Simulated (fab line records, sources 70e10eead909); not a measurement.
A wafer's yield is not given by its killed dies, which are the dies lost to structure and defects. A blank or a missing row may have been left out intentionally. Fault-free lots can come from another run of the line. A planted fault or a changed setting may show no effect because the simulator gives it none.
8D (eight disciplines) problem report, filled in by code + flow nand-harc + the parts of the form that need people (team, actions taken, sign-off) are left out

1. THE PROBLEM
On 2 wafers of 1 lot, mfc-precursor-sccm at NHARC_A_STAIRCASE_DEP_325 has a mean of 72.7 sccm; fault-free wafers read 200.0 sccm, standard deviation 0.62. So: -99 or more standard deviations from the usual mean.
The step: deposits SiO2, target thk 3800 nm.
Seen first at day 16 15:21 on pecvd-01, wafer L998.3. The record has a number at this step for 39 wafers belonging to 13 lots. By rule, "out" or "out of limits" means more than 4 standard deviations away from the usual mean. The rest of the wafers with a number are treated as sound.

2. WHAT THIS IS AND IS NOT
| question                    | is                 | is not                                                                                 |
|-----------------------------|--------------------|----------------------------------------------------------------------------------------|
| which readings at this step | mfc-precursor-sccm | heater-power-w                                                                         |
| which lots                  | L998               | L103, L104, L108, L109, L986, L988, L989, L990, L991, L992, L993, L999                 |
| which wafers of those lots  | L998.3, L998.6     | L998.1                                                                                 |
| read on which tools         | pecvd-01           | pecvd-03, pecvd-04                                                                     |
| when                        | from day 16 15:21  | up to then (25 sound wafers); but 12 sound wafers of L103, L104, L108, L109 came after |

3. WHAT RULES OUT EACH SUSPECT
Counting: any tool at a process step up to the reading remains a suspect provided it ran every lot that is out. Sound lots after the first of them don't rule it out here, since some wafers of a struck lot are sound.
- rie-diel-03 at NHARC_A_STAIRCASE_ETCHBACK_416 (etches the open film in C4F8/O2/Ar, target depth 36 nm, time 7.2 s): kept. It ran the lot that is out, L998 (day 15 14:27); its last sound lot up to then is L990 (day 12 13:40). NHARC_A_STAIRCASE_ETCHBACK_416: start missing for some lots; hours and lot order therefore follow NHARC_A_STAIRCASE_STRIP_476.
- rie-diel-03 at NHARC_A_STAIRCASE_STRIP_476 (strips in O2, time 20 s): kept. It ran the lot that is out, L998 (day 15 14:27); its last sound lot up to then is L990 (day 12 13:40).
- pecvd-01 at NHARC_A_STAIRCASE_DEP_325 (deposits SiO2, target thk 3800 nm): kept. It ran the lot that is out, L998 (day 16 15:21); its last sound lot up to then is L989 (day 13 21:59). Out on those wafers are its own readings of mfc-precursor-sccm.
- The sound lot-mates ran in chamber 0 of rie-diel-03 at NHARC_A_STAIRCASE_STRIP_476, but the wafers that are out ran in chamber 2.
- The sound lot-mates ran in chamber 2 of pecvd-01 at NHARC_A_STAIRCASE_DEP_325, but the wafers that are out ran in chamber 0.
After the count, these remain: rie-diel-03 at NHARC_A_STAIRCASE_ETCHBACK_416, rie-diel-03 at NHARC_A_STAIRCASE_STRIP_476 and pecvd-01 at NHARC_A_STAIRCASE_DEP_325.

4. THE CAUSE (what the simulator had put in)
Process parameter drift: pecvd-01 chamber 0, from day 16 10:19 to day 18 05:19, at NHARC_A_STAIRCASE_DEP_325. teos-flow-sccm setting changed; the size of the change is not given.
After counting, 3 suspects remain, this tool included.

5. SEQUENCE OF EFFECTS, ordered by route
Each row: a reading whose mean over the struck wafers that have a number lies more than 3 standard deviations from the usual. Only readings whose record carries a usual standard deviation are examined. hours: median over the lots of the time between each lot's start at the first step of this table that gives one and its start at this step. sigmas: the change, counted in usual standard deviations.
| hours | step                      | reading            | usual      | on struck wafers | change | sigmas      |
|-------|---------------------------|--------------------|------------|------------------|--------|-------------|
| 0     | NHARC_A_STAIRCASE_DEP_325 | mfc-precursor-sccm | 200.0 sccm | 72.7             | -127.3 | -99 or more |
Here are the process steps it includes:
- NHARC_A_STAIRCASE_DEP_325: deposits SiO2, target thk 3800 nm.

6. WHAT WOULD HAVE CAUGHT IT SOONER
First out-of-limits reading in this record: day 16 15:21, which is 5 hours after fault onset at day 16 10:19.
